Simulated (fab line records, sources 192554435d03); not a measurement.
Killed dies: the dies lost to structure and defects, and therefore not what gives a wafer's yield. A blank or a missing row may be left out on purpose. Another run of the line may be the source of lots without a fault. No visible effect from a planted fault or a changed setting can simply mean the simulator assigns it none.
fab line records | flow n5-finfet
record lots=7 | wafers=21
route steps=1938 shown BEOL_M10@1496 BEOL_M11@1554 BEOL_M13@1694 BEOL_M14@1716
start-h: the number of hours between the record's first day and the start of the first shown wafer of the lot | wait-h: hours from the lot's prior step to this one | " as in the row above | L1.1+2: several wafers, shown together as one row | - either no value or no given start | * or withheld: withheld | < > ~ a bound
route shown NAME@n: a module of which the file shows steps, and the number in the route of the first | usual: the fault-free wafers' mean and standard deviation | same: alike in all rows | chamber/n: place in a boat | sites: readings site by site | _std_site: the standard deviation of these | _edge_site: outer sites' mean less inner sites' | radius-mm: for every site, how far away it sits from the centre of the wafer | mask NAME#n: copy n | behind: the tool/chamber that last shaped the wafer | hold: the reason the lot was held/the length of the hold in hours/how it ended | device: names the non-switching transistor (n, p or np) | end of line: the tests these same wafers got at the end of their route | where a step has no rows: the recipe by itself | killed: at the first sort, the dies lost to defects and structure; wafer yield is something else | map: shows each die of a wafer: x if killed, . if not, _ if none is there
set.NAME: the setting as run; set.NAME@STEP: as run at that earlier step | model.NAME: the simulator's own value behind a step, which no gauge read
lots run with intentionally changed settings; tables by step, rows by wafer
## steps
# step N5_BEOL_M10_COAT_22
# recipe resist=CAR-ArF | spin-rpm=1500 | resist-thk-nm=90
lot.wafer | tool           | chamber | start-h | wait-h | set.spin-rpm | model.CAR-ArF_of_BEOL_M10_COAT_22.thk-nm
L076.1    | litho-track-02 | 0       | -       | -      | 1500         | 90.4
L076.4    | "              | 0       | "       | "      | 1500         | 90.2
L076.6    | "              | 0       | "       | "      | 1500         | 90.8
L077.2    | litho-track-03 | 0       | -       | -      | 1332         | 95.2
L077.3+6  | "              | 0       | "       | "      | 1500         | 89.8
L082.1+4  | litho-track-03 | 0       | -       | -      | 1500         | 90
L082.5    | "              | 0       | "       | "      | 1500         | 90.2
L086.2    | litho-track-02 | 0       | -       | -      | 1500         | 90.6
L086.3    | "              | 0       | "       | "      | 1577         | 88.4
L086.6    | "              | 0       | "       | "      | 1500         | 90.4
L093.1    | litho-track-02 | 0       | -       | -      | 1500         | 90.4
L093.2+6  | "              | 0       | "       | "      | 1500         | 90.2
L094.1    | litho-track-01 | 0       | -       | -      | 1500         | 90.6
L094.3    | "              | 0       | "       | "      | 1455         | 92
L094.6    | "              | 0       | "       | "      | 1500         | 90.4
L097.2+5  | litho-track-02 | 0       | -       | -      | 1500         | 90
L097.3    | "              | 0       | "       | "      | 1500         | 90.2
# step N5_BEOL_M10_EBR_24
# recipe solvent=PGMEA | ebr-width-mm=1.5
# step N5_BEOL_M10_SOFTBAKE_23
# recipe temp-c=110 | time-s=60 | resist=CAR-ArF
# step N5_BEOL_M10_EXPOSE_25
# recipe mask-id=V9 | na=1.35 | source-shape=annular | sigma-inner=0.5 | sigma-outer=0.8 | polarization=unpolarized | dose-mj=85.5
# step N5_BEOL_M10_PEB_26
# recipe peb-temp-c=withheld | peb-time-s=60 | resist=CAR-ArF
# step N5_BEOL_M10_DEVELOP_27
# recipe develop-time-s=30 | developer=TMAH | resist=CAR-ArF | rinse-liquid=diw | dry=air-spin | dev-temp-c=23
lot.wafer | tool           | chamber | start-h | wait-h | set.spin-rpm@BEOL_M10_COAT_22 | model.CAR-ArF_of_BEOL_M10_COAT_22.thk-nm
L076.1    | litho-track-01 | 0       | -       | -      | 1500                          | 88.8
L076.4    | "              | 0       | "       | "      | 1500                          | 88.6
L076.6    | "              | 0       | "       | "      | 1500                          | 89
L077.2    | litho-track-01 | 0       | -       | -      | 1332                          | 93.4
L077.3    | "              | 0       | "       | "      | 1500                          | 88
L077.6    | "              | 0       | "       | "      | 1500                          | 88.2
L082.1+4  | litho-track-03 | 0       | -       | -      | 1500                          | 88.4
L082.5    | "              | 0       | "       | "      | 1500                          | 88.6
L086.2+6  | litho-track-01 | 0       | -       | -      | 1500                          | 88.8
L086.3    | "              | 0       | "       | "      | 1577                          | 86.8
L093.1+2  | litho-track-02 | 0       | -       | -      | 1500                          | 88.6
L093.6    | "              | 0       | "       | "      | 1500                          | 88.4
L094.1    | litho-track-01 | 0       | -       | -      | 1500                          | 88.8
L094.3    | "              | 0       | "       | "      | 1455                          | 90.2
L094.6    | "              | 0       | "       | "      | 1500                          | 88.6
L097.2+3  | litho-track-03 | 0       | -       | -      | 1500                          | 88.4
L097.5    | "              | 0       | "       | "      | 1500                          | 88.2
# step N5_BEOL_M10_DESCUM_33
# recipe chemistry=O2 | time-s=7.9 | source-power-w=50 | bias-power-w=20 | pressure-mtorr=20 | rf-frequency-hz=2.712e+07 | temp-c=40 | resist=CAR-ArF | o2-flow-sccm=225
# step N5_BEOL_M10_ETCH_65
# recipe chemistry=CF4 | target=SiARC | target-depth-a=390 | mask-material=CAR-ArF | time-s=65 | ion-energy-ev=80 | pressure-mtorr=40 | source-w=545 | bias-w=36 | Ar_flow_sccm=100 | cf4-flow-sccm=100 | ends=cleared
lot.wafer  | tool        | chamber | start-h | wait-h | set.spin-rpm@BEOL_M10_COAT_22 | model.CAR-ArF_of_BEOL_M10_COAT_22.thk-nm
L076.1     | rie-diel-03 | 1       | 233.86  | 0.0    | 1500                          | 55.8
L076.4     | "           | 3       | "       | "      | 1500                          | 55.6
L076.6     | "           | 2       | "       | "      | 1500                          | 56.2
L077.2     | rie-diel-02 | 2       | 234.43  | 0.0    | 1332                          | 60.8
L077.3     | "           | 3       | "       | "      | 1500                          | 55.2
L077.6     | "           | 0       | "       | "      | 1500                          | 55.4
L082.1+4   | rie-diel-06 | 3,0     | 263.31  | 0.0    | 1500                          | 55.4
L082.5     | "           | 2       | "       | "      | 1500                          | 55.6
L086.2     | rie-diel-02 | 3       | 295.29  | 0.0    | 1500                          | 56
L086.3     | "           | 1       | "       | "      | 1577                          | 53.8
L086.6     | "           | 3       | "       | "      | 1500                          | 55.8
L093.1+2   | rie-diel-06 | 2,0     | 339.72  | 0.0    | 1500                          | 55.8
L093.6     | "           | 0       | "       | "      | 1500                          | 55.6
L094.1+6   | rie-diel-02 | 3       | 342.68  | 0.0    | 1500                          | 56
L094.3     | "           | 0       | "       | "      | 1455                          | 57.4
L097.2+3+5 | rie-diel-06 | 3,2,3   | 361.77  | 0.0    | 1500                          | 55.6
# step N5_BEOL_M10_ETCH_66
# recipe chemistry=N2/H2 | target=SOC | target-depth-a=1200 | overetch-a=240 | mask-material=SiARC | temp-c=40 | time-s=180 | ion-energy-ev=200 | pressure-mtorr=30 | source-w=840 | bias-w=150 | n2-flow-sccm=200 | h2-flow-sccm=200
lot.wafer | tool        | chamber | start-h | wait-h | set.spin-rpm@BEOL_M10_COAT_63 | model.etch.depth-nm
L076.1+4  | rie-diel-03 | 1,3     | 233.91  | 0.0    | 1500                          | 100.3
L076.6    | "           | 2       | "       | "      | 1500                          | 100.2
L077.2    | rie-diel-02 | 2       | 234.48  | 0.0    | 1543                          | 98.68
L077.3    | "           | 3       | "       | "      | 1543                          | 98.62
L077.6    | "           | 0       | "       | "      | 1500                          | 100.2
L082.1    | rie-diel-06 | 3       | 263.36  | 0.0    | 1394                          | 103.4
L082.4    | "           | 0       | "       | "      | 1500                          | 100.1
L082.5    | "           | 2       | "       | "      | 1394                          | 104
L086.2    | rie-diel-02 | 3       | 295.34  | 0.0    | 1500                          | 99.55
L086.3    | "           | 1       | "       | "      | 1500                          | 99.97
L086.6    | "           | 3       | "       | "      | 1447                          | 101.7
L093.1    | rie-diel-06 | 2       | 339.77  | 0.0    | 1500                          | 100.2
L093.2    | "           | 0       | "       | "      | 1500                          | 100.1
L093.6    | "           | 0       | "       | "      | 1500                          | 100.5
L094.1    | rie-diel-02 | 3       | 342.73  | 0.0    | 1350                          | 105.9
L094.3    | "           | 0       | "       | "      | 1350                          | 106
L094.6    | "           | 3       | "       | "      | 1500                          | 100.3
L097.2    | rie-diel-06 | 3       | 361.82  | 0.0    | 1500                          | 99.53
L097.3    | "           | 2       | "       | "      | 1665                          | 94.57
L097.5    | "           | 3       | "       | "      | 1500                          | 99.64
# step N5_BEOL_M11_ETCH_62
# recipe chemistry=N2/H2 | target=SOC | target-depth-a=1100 | overetch-a=220 | mask-material=SiARC | temp-c=40 | time-s=165 | ion-energy-ev=200 | pressure-mtorr=30 | source-w=840 | bias-w=150 | n2-flow-sccm=200 | h2-flow-sccm=200
# usual rf-vpp-V=523.5/2.8
lot.wafer | tool        | chamber | start-h | wait-h | set.bias-w | rf-vpp-V | model.SiARC_of_BEOL_M11_COAT_60.thk-nm
L076.1    | rie-diel-04 | 0       | 239.16  | 0.0    | 150        | 526.2    | 23.6
L076.4    | "           | 2       | "       | "      | 150        | 523.3    | 23.4
L076.6    | "           | 2       | "       | "      | 150        | 523.8    | 23.4
L077.2    | rie-diel-05 | 3       | 241.70  | 0.0    | 150        | 520.2    | 23.6
L077.3    | "           | 1       | "       | "      | 150        | 519.0    | 23.8
L077.6    | "           | 1       | "       | "      | 125        | 461.7    | 25
L082.1    | rie-diel-05 | 3       | 272.83  | 0.0    | 150        | 519.6    | 23.4
L082.4    | "           | 1       | "       | "      | 150        | 518.0    | 23.6
L082.5    | "           | 3       | "       | "      | 129        | 472.8    | 24.6
L086.2    | rie-diel-04 | 0       | 302.36  | 0.0    | 169.9      | 571.0    | 22.4
L086.3    | "           | 1       | "       | "      | 150        | 523.1    | 23.6
L086.6    | "           | 1       | "       | "      | 150        | 523.5    | 23.6
L093.1    | rie-diel-04 | 3       | 344.65  | 0.0    | 125.2      | 465.4    | 25.4
L093.2    | "           | 2       | "       | "      | 150        | 524.4    | 23.4
L093.6    | "           | 1       | "       | "      | 125.2      | 466.2    | 25.2
L094.1    | rie-diel-01 | 2       | 348.36  | 0.0    | 135.7      | 493.6    | 24.2
L094.3    | "           | 0       | "       | "      | 135.7      | 492.2    | 24.2
L094.6    | "           | 1       | "       | "      | 135.7      | 490.7    | 24.4
L097.2    | rie-diel-05 | 3       | 369.86  | 0.0    | 125.2      | 462.6    | 24.8
L097.3    | "           | 0       | "       | "      | 150        | 527.9    | 23.2
L097.5    | "           | 0       | "       | "      | 150        | 529.2    | 23.4
# step N5_BEOL_M11_COAT_63
# recipe resist=SOC | temp-c=250 | time-s=60 | spin-rpm=1500 | resist-thk-nm=100
lot.wafer  | tool           | chamber | start-h | wait-h | set.spin-rpm | model.SOC_of_BEOL_M11_COAT_63.thk-nm
L076.1+4   | litho-track-04 | 0       | 239.66  | 0.0    | 1500         | 100
L076.6     | "              | 0       | "       | "      | 1500         | 99.4
L077.2     | litho-track-04 | 0       | 244.08  | 1.9    | 1500         | 100
L077.3+6   | "              | 0       | "       | "      | 1452         | 101.4
L082.1     | litho-track-04 | 0       | 275.23  | 2.0    | 1368         | 104.6
L082.4     | "              | 0       | "       | "      | 1500         | 100
L082.5     | "              | 0       | "       | "      | 1500         | 100.2
L086.2     | litho-track-05 | 0       | 304.68  | 1.9    | 1662         | 95
L086.3     | "              | 0       | "       | "      | 1500         | 100
L086.6     | "              | 0       | "       | "      | 1500         | 100.2
L093.1+2+6 | litho-track-01 | 0       | 345.27  | 0.3    | 1422         | 102.6
L094.1+3   | litho-track-01 | 0       | 350.45  | 1.7    | 1600         | 97.2
L094.6     | "              | 0       | "       | "      | 1500         | 100.4
L097.2     | litho-track-04 | 0       | 370.33  | 0.0    | 1500         | 100.8
L097.3+5   | "              | 0       | "       | "      | 1500         | 100.6
# step N5_BEOL_M11_COAT_64
# recipe resist=SiARC | temp-c=220 | time-s=60 | spin-rpm=1500 | resist-thk-nm=30
# step N5_BEOL_M11_COAT_22
# recipe resist=CAR-ArF | spin-rpm=1500 | resist-thk-nm=90
# step N5_BEOL_M11_DESCUM_33
# recipe chemistry=O2 | time-s=7.9 | source-power-w=50 | bias-power-w=20 | pressure-mtorr=20 | rf-frequency-hz=2.712e+07 | temp-c=40 | resist=CAR-ArF | o2-flow-sccm=225
# step N5_BEOL_M11_ETCH_65
# recipe chemistry=CF4 | target=SiARC | target-depth-a=390 | mask-material=CAR-ArF | time-s=65 | ion-energy-ev=80 | pressure-mtorr=40 | source-w=545 | bias-w=36 | Ar_flow_sccm=100 | cf4-flow-sccm=100 | ends=cleared
# step N5_BEOL_M11_ETCH_66
# recipe chemistry=N2/H2 | target=SOC | target-depth-a=1200 | overetch-a=240 | mask-material=SiARC | temp-c=40 | time-s=180 | ion-energy-ev=200 | pressure-mtorr=30 | source-w=840 | bias-w=150 | n2-flow-sccm=200 | h2-flow-sccm=200
lot.wafer | tool        | chamber | start-h | wait-h | set.spin-rpm@BEOL_M11_COAT_63 | model.etch.depth-nm
L076.1    | rie-diel-01 | 2       | 240.66  | 0.0    | 1500                          | 99.94
L076.4    | "           | 0       | "       | "      | 1500                          | 99.93
L076.6    | "           | 3       | "       | "      | 1500                          | 99.44
L077.2    | rie-diel-05 | 3       | 244.62  | 0.0    | 1500                          | 100
L077.3    | "           | 0       | "       | "      | 1452                          | 101.5
L077.6    | "           | 0       | "       | "      | 1452                          | 101.3
L082.1    | rie-diel-05 | 1       | 275.82  | 0.0    | 1368                          | 104.5
L082.4    | "           | 1       | "       | "      | 1500                          | 100.1
L082.5    | "           | 3       | "       | "      | 1500                          | 100.2
L086.2    | rie-diel-05 | 1       | 305.48  | 0.0    | 1662                          | 94.99
L086.3    | "           | 0       | "       | "      | 1500                          | 100
L086.6    | "           | 0       | "       | "      | 1500                          | 100.1
L093.1    | rie-diel-04 | 2       | 346.10  | 0.0    | 1422                          | 102.7
L093.2+6  | "           | 1       | "       | "      | 1422                          | 102.6
L094.1    | rie-diel-04 | 2       | 358.08  | 0.0    | 1600                          | 97.24
L094.3    | "           | 0       | "       | "      | 1600                          | 97.22
L094.6    | "           | 0       | "       | "      | 1500                          | 100.3
L097.2    | rie-diel-01 | 3       | 370.88  | 0.0    | 1500                          | 100.8
L097.3    | "           | 0       | "       | "      | 1500                          | 100.7
L097.5    | "           | 1       | "       | "      | 1500                          | 100.6
# step N5_BEOL_M11_ETCH_41
# recipe chemistry=CH3F/O2 | target=SiCN | target-depth-a=426 | taper-deg=2 | time-s=86 | ion-energy-ev=120 | mask-material=TiN | pressure-mtorr=30 | source-w=395 | bias-w=75 | Ar_flow_sccm=150 | CH3F_flow_sccm=30 | O2_flow_sccm=20
lot.wafer | tool        | chamber | start-h | wait-h | set.time-s | model.etch.depth-nm
L076.1    | rie-diel-01 | 2       | -       | -      | 86         | 31.87
L076.4    | "           | 0       | "       | "      | 86         | 32.63
L076.6    | "           | 3       | "       | "      | 86         | 32.53
L077.2    | rie-diel-05 | 3       | -       | -      | 101        | 37.8
L077.3    | "           | 0       | "       | "      | 86         | 31.72
L077.6    | "           | 0       | "       | "      | 86         | 31.81
L082.1    | rie-diel-05 | 1       | -       | -      | 75.77      | 28.75
L082.4    | "           | 1       | "       | "      | 75.77      | 28.61
L082.5    | "           | 3       | "       | "      | 86         | 32.26
L086.2    | rie-diel-05 | 1       | -       | -      | 86         | 32.4
L086.3    | "           | 0       | "       | "      | 86         | 32.08
L086.6    | "           | 0       | "       | "      | 86         | 32.21
L093.1    | rie-diel-04 | 2       | -       | -      | 86         | 32.95
L093.2    | "           | 1       | "       | "      | 86         | 32.3
L093.6    | "           | 1       | "       | "      | 86         | 32.22
L094.1    | rie-diel-04 | 2       | -       | -      | 98.24      | 37.88
L094.3    | "           | 0       | "       | "      | 98.24      | 37.38
L094.6    | "           | 0       | "       | "      | 86         | 32.85
L097.2    | rie-diel-01 | 3       | -       | -      | 86         | 33.39
L097.3    | "           | 0       | "       | "      | 86         | 32.47
L097.5    | "           | 1       | "       | "      | 96.72      | 35.73
# step N5_BEOL_M13_ETCH_68
# recipe chemistry=N2/H2 | target=SOC | mask-material=SiARC | source-w=3000 | bias-w=350 | temp-c=40 | time-s=355 | ion-energy-ev=200 | pressure-mtorr=30 | n2-flow-sccm=200 | h2-flow-sccm=200
lot.wafer | tool        | chamber | start-h | wait-h | set.time-s | model.SiARC_of_BEOL_M13_COAT_66.thk-nm
L076.1    | rie-diel-01 | 0       | 252.53  | 0.1    | 355        | 77.4
L076.4    | "           | 1       | "       | "      | 355        | 77.8
L076.6    | "           | 0       | "       | "      | 355        | 77.2
L077.2    | rie-diel-05 | 2       | 257.28  | 0.1    | 277.2      | 84.4
L077.3    | "           | 1       | "       | "      | 277.2      | 84.6
L077.6    | "           | 1       | "       | "      | 355        | 76.6
L082.1    | rie-diel-04 | 1       | 285.14  | 0.1    | 355        | 77.6
L082.4    | "           | 2       | "       | "      | 355        | 77.4
L082.5    | "           | 0       | "       | "      | 355        | 76.6
L086.2    | rie-diel-01 | 2       | 319.69  | 0.1    | 355        | 76.8
L086.3    | "           | 1       | "       | "      | 355        | 77.2
L086.6    | "           | 0       | "       | "      | 355        | 76.4
L093.1+2  | rie-diel-04 | 2,1     | 356.88  | 0.1    | 355        | 78
L093.6    | "           | 0       | "       | "      | 355        | 77.4
L094.1    | rie-diel-04 | 2       | 367.80  | 0.1    | 355        | 77.4
L094.3    | "           | 0       | "       | "      | 321.4      | 80
L094.6    | "           | 1       | "       | "      | 355        | 78.4
L097.2    | rie-diel-04 | 2       | 380.22  | 0.1    | 301.2      | 82
L097.3    | "           | 3       | "       | "      | 301.2      | 81.8
L097.5    | "           | 1       | "       | "      | 355        | 77.6
# step N5_BEOL_M13_SPUTTER_43
# recipe material=TaN | target-thk-a=150 | temp-c=50 | bias-v=168.6 | power-w=15000 | chamber-pressure-pa=0.12 | time-s=24.19
lot.wafer  | tool           | chamber | start-h | wait-h | set.time-s | model.TaN_of_BEOL_M13_SPUTTER_43.thk-nm
L076.1     | pvd-sputter-02 | -       | 253.57  | 0.0    | 24.19      | 15
L076.4+6   | "              | -       | "       | "      | 24.19      | 15.2
L077.2     | pvd-sputter-01 | -       | 258.08  | 0.0    | 24.19      | 15.4
L077.3     | "              | -       | "       | "      | 24.19      | 15
L077.6     | "              | -       | "       | "      | 25.6       | 16.4
L082.1     | pvd-sputter-01 | -       | 286.10  | 0.0    | 24.19      | 15.4
L082.4     | "              | -       | "       | "      | 24.19      | 15.2
L082.5     | "              | -       | "       | "      | 27.81      | 17.6
L086.2+6   | pvd-sputter-03 | -       | 322.18  | 0.0    | 24.19      | 15
L086.3     | "              | -       | "       | "      | 26.52      | 16.4
L093.1+2+6 | pvd-sputter-02 | -       | 361.23  | 0.0    | 24.19      | 15
L094.1+6   | pvd-sputter-03 | -       | 369.75  | 0.0    | 21.68      | 13.2
L094.3     | "              | -       | "       | "      | 24.19      | 14.8
L097.2+3   | pvd-sputter-01 | -       | 382.59  | 0.0    | 24.19      | 14.8
L097.5     | "              | -       | "       | "      | 23.15      | 14.2
# step N5_BEOL_M14_ILD_DEP_00
# recipe material=SiO2 | target-thk-a=11193 | temp-c=400 | precursor=TEOS/O2 | pressure-torr=6.5 | rf-w=900 | teos-flow-sccm=161.4 | gas=O2 | flow-sccm=2650 | time-s=237.4
lot.wafer | tool     | chamber | start-h | wait-h | set.time-s | model.SiO2_of_BEOL_M14_ILD_DEP_00.thk-nm
L076.1    | pecvd-03 | 0       | 254.79  | 0.0    | 237.4      | 1106
L076.4    | "        | 1       | "       | "      | 237.4      | 1124
L076.6    | "        | 0       | "       | "      | 237.4      | 1132
L077.2    | pecvd-01 | 2       | 259.42  | 0.0    | 237.4      | 1114
L077.3    | "        | 0       | "       | "      | 253.8      | 1189
L077.6    | "        | 0       | "       | "      | 253.8      | 1205
L082.1    | pecvd-02 | 1       | 287.86  | 0.0    | 237.4      | 1116
L082.4    | "        | 0       | "       | "      | 221.9      | 1064
L082.5    | "        | 2       | "       | "      | 237.4      | 1125
L086.2    | pecvd-01 | 1       | 323.43  | 0.0    | 225.8      | 1067
L086.3    | "        | 0       | "       | "      | 225.8      | 1062
L086.6    | "        | 0       | "       | "      | 237.4      | 1133
L093.1    | pecvd-02 | 2       | 362.60  | 0.0    | 237.4      | 1106
L093.2    | "        | 0       | "       | "      | 237.4      | 1125
L093.6    | "        | 1       | "       | "      | 260.5      | 1233
L094.1    | pecvd-03 | 0       | 370.98  | 0.0    | 237.4      | 1107
L094.3    | "        | 1       | "       | "      | 217.3      | 1030
L094.6    | "        | 1       | "       | "      | 217.3      | 1039
L097.2    | pecvd-03 | 0       | 383.83  | 0.0    | 237.4      | 1112
L097.3    | "        | 1       | "       | "      | 237.4      | 1109
L097.5    | "        | 0       | "       | "      | 237.4      | 1128
# step N5_BEOL_M14_THK_MEAS_01
# recipe reads=SiO2_of_BEOL_M14_ILD_DEP_00
# usual M14_ILD_THK=1120/13
lot.wafer | tool          | chamber | start-h | wait-h | set.time-s@BEOL_M14_ILD_DEP_00 | M14_ILD_THK[nm]
L076.1    | film-metro-02 | -       | 254.98  | 0.1    | 237.4                          | 1107
L076.4    | "             | -       | "       | "      | 237.4                          | 1124
L076.6    | "             | -       | "       | "      | 237.4                          | 1131
L077.2    | film-metro-01 | -       | 259.61  | 0.1    | 237.4                          | 1114
L077.3    | "             | -       | "       | "      | 253.8                          | 1188
L077.6    | "             | -       | "       | "      | 253.8                          | 1205
L082.1    | film-metro-01 | -       | 288.05  | 0.1    | 237.4                          | 1117
L082.4    | "             | -       | "       | "      | 221.9                          | 1064
L082.5    | "             | -       | "       | "      | 237.4                          | 1124
L086.2    | film-metro-01 | -       | 323.62  | 0.1    | 225.8                          | 1066
L086.3    | "             | -       | "       | "      | 225.8                          | 1062
L086.6    | "             | -       | "       | "      | 237.4                          | 1134
L093.1    | film-metro-01 | -       | 362.79  | 0.1    | 237.4                          | 1105
L093.2    | "             | -       | "       | "      | 237.4                          | 1125
L093.6    | "             | -       | "       | "      | 260.5                          | 1232
L094.1    | film-metro-01 | -       | 371.16  | 0.1    | 237.4                          | 1107
L094.3    | "             | -       | "       | "      | 217.3                          | 1029
L094.6    | "             | -       | "       | "      | 217.3                          | 1038
L097.2    | film-metro-01 | -       | 384.02  | 0.1    | 237.4                          | 1113
L097.3    | "             | -       | "       | "      | 237.4                          | 1109
L097.5    | "             | -       | "       | "      | 237.4                          | 1128
# step N5_BEOL_M14_COAT_58
# recipe resist=BARC | temp-c=205 | time-s=60 | spin-rpm=1500 | resist-thk-nm=89
# step N5_BEOL_M14_COAT_04
# recipe spin-rpm=1704 | resist-thk-nm=800
# step N5_BEOL_M14_DESCUM_15
# recipe chemistry=O2 | time-s=7.9 | source-power-w=50 | bias-power-w=20 | pressure-mtorr=20 | rf-frequency-hz=2.712e+07 | temp-c=40 | o2-flow-sccm=225
# step N5_BEOL_M14_ETCH_59
# recipe chemistry=N2/H2 | target=BARC | target-depth-a=890 | overetch-a=267 | time-s=67.9 | ion-energy-ev=200 | pressure-mtorr=30 | source-w=840 | bias-w=150 | n2-flow-sccm=200 | h2-flow-sccm=200
# step N5_BEOL_M14_VIA_ETCH_16
# recipe chemistry=C4F8/O2/Ar | target=SiO2 | he-inner-torr=15 | he-outer-torr=30 | target-depth-a=12313 | time-s=withheld | ion-energy-ev=800 | pressure-mtorr=20 | source-w=1905 | bias-w=2040 | Ar_flow_sccm=400 | C4F8_flow_sccm=16 | O2_flow_sccm=12 | ends=cleared
lot.wafer | tool        | chamber | start-h | wait-h | set.time-s@BEOL_M14_ILD_DEP_00 | model.etch.depth-nm
L076.1    | rie-diel-03 | 2       | 256.31  | 0.0    | *                              | 1106
L076.4    | "           | 3       | "       | "      | *                              | 1124
L076.6    | "           | 1       | "       | "      | *                              | 1132
L077.2    | rie-diel-03 | 0       | 261.56  | 0.0    | *                              | 1114
L077.3    | "           | 2       | "       | "      | *                              | 1189
L077.6    | "           | 1       | "       | "      | *                              | 1205
L082.1    | rie-diel-02 | 1       | 289.16  | 0.0    | *                              | 1116
L082.4    | "           | 2       | "       | "      | *                              | 1064
L082.5    | "           | 0       | "       | "      | *                              | 1125
L086.2    | rie-diel-02 | 1       | 324.56  | 0.0    | *                              | 1067
L086.3    | "           | 0       | "       | "      | *                              | 1062
L086.6    | "           | 3       | "       | "      | *                              | 1133
L093.1    | rie-diel-06 | 2       | 363.30  | 0.0    | *                              | 1106
L093.2    | "           | 3       | "       | "      | *                              | 1125
L093.6    | "           | 3       | "       | "      | *                              | 1233
L094.1    | rie-diel-03 | 0       | 371.65  | 0.0    | *                              | 1107
L094.3    | "           | 3       | "       | "      | *                              | 1030
L094.6    | "           | 3       | "       | "      | *                              | 1039
L097.2    | rie-diel-06 | 0       | 384.63  | 0.0    | *                              | 1112
L097.3    | "           | 2       | "       | "      | *                              | 1109
L097.5    | "           | 0       | "       | "      | *                              | 1128
# step N5_BEOL_M14_SPUTTER_44
# recipe material=Ta | target-thk-a=150 | temp-c=50 | bias-v=80 | power-w=15000 | chamber-pressure-pa=0.07 | time-s=24.19
lot.wafer | tool           | chamber | start-h | wait-h | set.power-w | model.Ta_of_BEOL_M14_SPUTTER_44.thk-nm
L076.1+4  | pvd-sputter-03 | -       | 259.98  | 0.0    | 15000       | 15.2
L076.6    | "              | -       | "       | "      | 15000       | 15
L077.2    | pvd-sputter-03 | -       | 264.14  | 0.0    | 15760       | 15.8
L077.3+6  | "              | -       | "       | "      | 15000       | 15
L082.1    | pvd-sputter-03 | -       | 296.12  | 0.0    | 15000       | 15.2
L082.4    | "              | -       | "       | "      | 15000       | 15.4
L082.5    | "              | -       | "       | "      | 15000       | 15
L086.2    | pvd-sputter-01 | -       | 328.03  | 0.0    | 12340       | 12.2
L086.3    | "              | -       | "       | "      | 15000       | 15.2
L086.6    | "              | -       | "       | "      | 12340       | 12.4
L093.1    | pvd-sputter-01 | -       | 370.70  | 0.0    | 15000       | 15.2
L093.2+6  | "              | -       | "       | "      | 15000       | 15
L094.1    | pvd-sputter-02 | -       | 373.70  | 0.0    | 12340       | 12.8
L094.3+6  | "              | -       | "       | "      | 12340       | 12.6
L097.2+5  | pvd-sputter-01 | -       | 389.27  | 0.0    | 15000       | 15.2
L097.3    | "              | -       | "       | "      | 15000       | 15
## key
split step=N5_BEOL_M10_COAT_22 | setting=spin-rpm | stated=1500 | by=wafer
response step=N5_BEOL_M10_COAT_22 | reading=model.CAR-ArF_of_BEOL_M10_COAT_22.thk-nm | change=-0.471 | per=1% | r=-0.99
response step=N5_BEOL_M10_DEVELOP_27 | reading=model.CAR-ArF_of_BEOL_M10_COAT_22.thk-nm | change=-0.461 | per=1% | r=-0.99
response step=N5_BEOL_M10_ETCH_65 | reading=model.CAR-ArF_of_BEOL_M10_COAT_22.thk-nm | change=-0.476 | per=1% | r=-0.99
split step=N5_BEOL_M11_ETCH_62 | setting=bias-w | stated=150 | by=wafer
response step=N5_BEOL_M11_ETCH_62 | reading=rf-vpp-V | change=+3.6 | per=1% | r=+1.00
response step=N5_BEOL_M11_ETCH_62 | reading=model.SiARC_of_BEOL_M11_COAT_60.thk-nm | change=-0.0913 | per=1% | r=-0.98
split step=N5_BEOL_M11_COAT_63 | setting=spin-rpm | stated=1500 | by=wafer
response step=N5_BEOL_M11_COAT_63 | reading=model.SOC_of_BEOL_M11_COAT_63.thk-nm | change=-0.484 | per=1% | r=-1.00
response step=N5_BEOL_M11_ETCH_66 | reading=model.etch.depth-nm | change=-0.477 | per=1% | r=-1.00
split step=N5_BEOL_M11_ETCH_41 | setting=time-s | stated=86 | by=wafer
response step=N5_BEOL_M11_ETCH_41 | reading=model.etch.depth-nm | change=+0.312 | per=1% | r=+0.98
split step=N5_BEOL_M13_ETCH_68 | setting=time-s | stated=355 | by=wafer
response step=N5_BEOL_M13_ETCH_68 | reading=model.SiARC_of_BEOL_M13_COAT_66.thk-nm | change=-0.323 | per=1% | r=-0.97
split step=N5_BEOL_M13_SPUTTER_43 | setting=time-s | stated=24.19 | by=wafer
response step=N5_BEOL_M13_SPUTTER_43 | reading=model.TaN_of_BEOL_M13_SPUTTER_43.thk-nm | change=+0.155 | per=1% | r=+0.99
split step=N5_BEOL_M14_ILD_DEP_00 | setting=time-s | stated=237.4 | by=wafer
response step=N5_BEOL_M14_ILD_DEP_00 | reading=model.SiO2_of_BEOL_M14_ILD_DEP_00.thk-nm | change=+10.8 | per=1% | r=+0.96
response step=N5_BEOL_M14_THK_MEAS_01 | reading=M14_ILD_THK | change=+10.8 | per=1% | r=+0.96
response step=N5_BEOL_M14_VIA_ETCH_16 | reading=model.etch.depth-nm | change=+10.8 | per=1% | r=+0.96
split step=N5_BEOL_M14_SPUTTER_44 | setting=power-w | stated=15000 | by=wafer
response step=N5_BEOL_M14_SPUTTER_44 | reading=model.Ta_of_BEOL_M14_SPUTTER_44.thk-nm | change=+0.163 | per=1% | r=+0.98
split outside-this-file step=N5_BEOL_M10_COAT_63 setting=spin-rpm
# split outside-this-file: this setting was split too, and the file shows its column; the key of that split is in another file
